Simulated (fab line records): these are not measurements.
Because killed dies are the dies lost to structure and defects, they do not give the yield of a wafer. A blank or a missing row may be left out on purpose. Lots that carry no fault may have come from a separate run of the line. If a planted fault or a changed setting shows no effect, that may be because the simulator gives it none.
Chamber matching ; flow n5-finfet ; N5_BEOL_M5_DEP_56 on pecvd-04: 3 sister chambers
The step deposits SiCN from 3MS/NH3, target thk 8 nm, time 14 s. 14 wafers are shown with their chamber, then 7 later ones without.

## WAFERS WITH THEIR CHAMBER
wafer;chamber;throttle-valve-pct (%);showerhead-plenum-p-Torr (Torr)
L081.2;0;8.5;3.665
L081.4;2;8.7;3.662
L081.6;0;8.5;3.665
L082.2;1;9.0;3.638
L082.3;2;8.8;3.654
L082.4;0;8.4;3.665
L086.3;0;8.4;3.672
L086.4;1;8.7;3.655
L086.5;0;8.4;3.662
L092.1;1;9.0;3.639
L092.4;2;8.8;3.653
L092.5;0;8.5;3.664
L093.2;0;8.5;3.667
L093.3;2;8.8;3.659

SIGNATURES, as means of the wafers listed above
reading;chamber 0;chamber 1;chamber 2;scatter within a chamber
throttle-valve-pct;8.457;8.900;8.775;0.0877
showerhead-plenum-p-Torr;3.66571;3.64400;3.65700;0.00518
Rule: for a wafer and a chamber, the distance is found by dividing, reading by reading, the gap between the wafer's reading and the chamber's mean by the reading's scatter, squaring, summing and taking the root. If the next closest chamber is less than 2 further off than the closest, the wafer can't be placed; otherwise it belongs to the closest. The scatter: the root of (the sum of the squares of (reading less its chamber's mean) over the shown wafers, divided by (wafers less chambers)).

## WAFERS WITH NO CHAMBER GIVEN
wafer;throttle-valve-pct (%);showerhead-plenum-p-Torr (Torr)
L093.6;8.9;3.657
L097.2;9.0;3.649
L097.3;8.3;3.663
L097.5;8.8;3.650
L095.1;8.4;3.673
L095.3;8.7;3.650
L095.5;8.7;3.655

## CHAMBER TAKEN BY EACH
wafer;from the rows above;in truth
L093.6;can't be placed: 2 or 1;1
L097.2;can't be placed: 1 or 2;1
L097.3;0;0
L097.5;can't be placed: 2 or 1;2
L095.1;0;0
L095.3;can't be placed: 2 or 1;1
L095.5;2;2
3 of 7 placed correctly. Not placeable from these rows: 4 (in 4, the candidates include the true chamber). Number placed wrongly: 0.
